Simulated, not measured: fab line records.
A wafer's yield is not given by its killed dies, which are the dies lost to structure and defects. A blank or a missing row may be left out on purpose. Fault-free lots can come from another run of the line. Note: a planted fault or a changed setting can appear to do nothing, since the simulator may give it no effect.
A lot that was struck, set against a sound lot | flow nand harc | 13 out of 1302 route steps
Sound: the wafers L738.3, L738.5, L738.6. Wafers L746.1, L746.3, L746.4 were the ones struck. Last of all comes the cause.
Order at every step that has rows: each side's tool, ch and its chambers, its first start. Under that, the readings that differ: sound wafers | struck wafers | difference of the means | sigmas: that difference in standard deviations of wafers without a fault.
alike: a reading whose means differ by less than 2 such deviations, as well as words and numbers matching on both sides. not compared: withheld readings; readings where some wafer has no value; bounds like >300 that might hide an equal value; numbers whose values overlap and for which the record gives no deviation.
Wherever a step has rows on one side only, a row that says differs or no value, or a row with sigmas, the two part there. Numbers that have no deviation but don't overlap get no sigmas and don't part them. A reading missing from all wafers of one side parts the sides only when that side holds two or more wafers.

NHARC_A_ZERO_WELL_INSPECT_17:
  sound on defect inspect-02 at day 10 04:10; struck on defect inspect-01 at day 13 14:28
  alike: raw defect count
then, 3 steps without rows for these wafers: NHARC_A_SOURCE_PLATE_PRECLEAN_00 (cleans in HF-LAST, time 60 s); NHARC_A_SOURCE_PLATE_SRD_01; NHARC_A_SOURCE_PLATE_OXIDE_02 (material SiO2, target thk 10 nm, ox time 1362 s).
NHARC_A_SOURCE_PLATE_THK_MEAS_09: measures by ellipsometry.
  sound on film metro-02 at day 10 11:27; struck on film metro-01 at day 13 22:08
  alike: thk nm
then, 3 steps without rows for these wafers: NHARC_A_SOURCE_PLATE_PVD_04 (deposits WSi2, target thk 50 nm); NHARC_A_SOURCE_PLATE_CVD_03 (deposits poly-Si, target thk 200 nm, time 4000 s); NHARC_A_SOURCE_PLATE_ANNEAL_05 (time 1800 s).
NHARC_A_SOURCE_PLATE_THK_MEAS_06: measures by ellipsometry.
  sound on film metro-01 at day 11 00:28; struck on film metro-01 at day 14 11:06
  alike: thk nm
NHARC_A_SOURCE_PLATE_INSPECT_08:
  sound on defect inspect-02 at day 11 00:34; struck on defect inspect-01 at day 14 11:13
  alike: raw defect count
NHARC_A_ONON_D1_DEP_00: target thk 1000 nm.
  sound on pecvd onon-02 ch 0, day 11 00:45; struck on pecvd onon-02 ch 0, day 14 11:16
  alike: n2 flow sccm
NHARC_A_ONON_D1_THK_MEAS_02: measures by ellipsometry.
  sound on film metro-02 at day 11 01:08; struck on film metro-02 at day 14 11:58
  reading     | sound          | struck      | difference | sigmas
  thk nm (nm) | 1009 1010 1009 | 642 640 639 | -369       | -31
  not compared: hold
-- jump in the record: it breaks off in module A_ONON_D1 and resumes in module END (first step shown: number 1302 of the route), and 18 days separate the struck wafers' starts before and after --
NHARC_END_SORT_01:
  here the record holds rows for the struck wafers (prober-02 ch 0, day 32 22:36) but none for the sound ones

== WHERE THEY PART ==
Earliest at NHARC_A_ONON_D1_THK_MEAS_02; latest, in this record, at NHARC_END_SORT_01.

WHY: whatever the simulator had introduced
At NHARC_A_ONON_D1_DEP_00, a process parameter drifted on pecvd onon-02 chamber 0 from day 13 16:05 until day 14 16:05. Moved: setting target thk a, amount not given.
